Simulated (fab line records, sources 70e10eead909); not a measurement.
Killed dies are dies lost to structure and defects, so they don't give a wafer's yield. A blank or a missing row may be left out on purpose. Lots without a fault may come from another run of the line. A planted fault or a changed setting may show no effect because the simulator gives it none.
Chamber matching | flow nand_harc | NHARC_A_CHANNEL_FILL_D1_ETCHBACK_19 on rie_si-03: 4 sister chambers
The step etches the open film in HBr/Cl2, target depth 5 nm, time 1.7 s. 18 wafers are shown with their chamber, then 9 later ones without.

WAFERS WITH THEIR CHAMBER
wafer  | chamber | drypump_motor_current_A (A) | oes_product_au (a.u.) | throttle_valve_pct (%)
L074.1 | 3       | 5.9                         | 0.993                 | 26.409
L074.2 | 1       | 5.4                         | 1.012                 | 26.412
L074.5 | 1       | 5.4                         | 1.010                 | 26.400
L075.2 | 2       | 6.3                         | 0.989                 | 26.412
L075.3 | 3       | 5.9                         | 0.999                 | 26.428
L075.5 | 2       | 6.3                         | 1.004                 | 26.393
L080.2 | 2       | 6.4                         | 0.984                 | 26.401
L080.4 | 1       | 5.4                         | 1.015                 | 26.403
L080.6 | 1       | 5.4                         | 1.009                 | 26.405
L082.1 | 0       | 5.2                         | 1.012                 | 26.425
L082.3 | 1       | 5.4                         | 0.999                 | 26.425
L082.5 | 2       | 6.3                         | 0.996                 | 26.416
L084.1 | 1       | 5.4                         | 0.998                 | 26.406
L084.2 | 2       | 6.3                         | 1.000                 | 26.415
L084.6 | 1       | 5.4                         | 1.010                 | 26.406
L087.2 | 1       | 5.4                         | 1.012                 | 26.403
L087.4 | 0       | 5.2                         | 1.008                 | 26.406
L087.5 | 1       | 5.4                         | 1.019                 | 26.398

SIGNATURES (means of the wafers above)
reading                 | chamber 0 | chamber 1 | chamber 2 | chamber 3 | scatter within a chamber
drypump_motor_current_A | 5.200     | 5.400     | 6.320     | 5.900     | 0.0239
oes_product_au          | 1.01000   | 1.00933   | 0.99460   | 0.99600   | 0.00689
throttle_valve_pct      | 26.41550  | 26.40644  | 26.40740  | 26.41850  | 0.00955
Rule: a wafer's distance from a chamber is the root of the sum, over the readings, of the square of ((its reading less the chamber's mean) divided by the reading's scatter). The wafer belongs to the nearest chamber; if the next one is less than 2 further off, it can't be placed. The scatter: the root of (the sum of the squares of (reading less its chamber's mean) over the shown wafers, divided by (wafers less chambers)).

WAFERS WITHOUT THEIR CHAMBER
wafer  | drypump_motor_current_A (A) | oes_product_au (a.u.) | throttle_valve_pct (%)
L090.1 | 5.4                         | 1.024                 | 26.422
L090.3 | 6.4                         | 1.009                 | 26.395
L090.6 | 5.9                         | 0.992                 | 26.398
L091.1 | 6.3                         | 1.009                 | 26.388
L091.4 | 5.2                         | 1.007                 | 26.402
L091.6 | 5.4                         | 1.017                 | 26.398
L092.1 | 5.9                         | 0.983                 | 26.390
L092.3 | 5.4                         | 1.021                 | 26.409
L092.4 | 6.3                         | 0.995                 | 26.403

WHICH CHAMBER EACH WENT THROUGH
wafer  | from the rows above | in truth
L090.1 | 1                   | 1
L090.3 | 2                   | 2
L090.6 | 3                   | 3
L091.1 | 2                   | 2
L091.4 | 0                   | 0
L091.6 | 1                   | 1
L092.1 | 3                   | 3
L092.3 | 1                   | 1
L092.4 | 2                   | 2
Placed correctly: 9 of 9. Can't be placed from these rows: 0. Placed wrongly: 0.
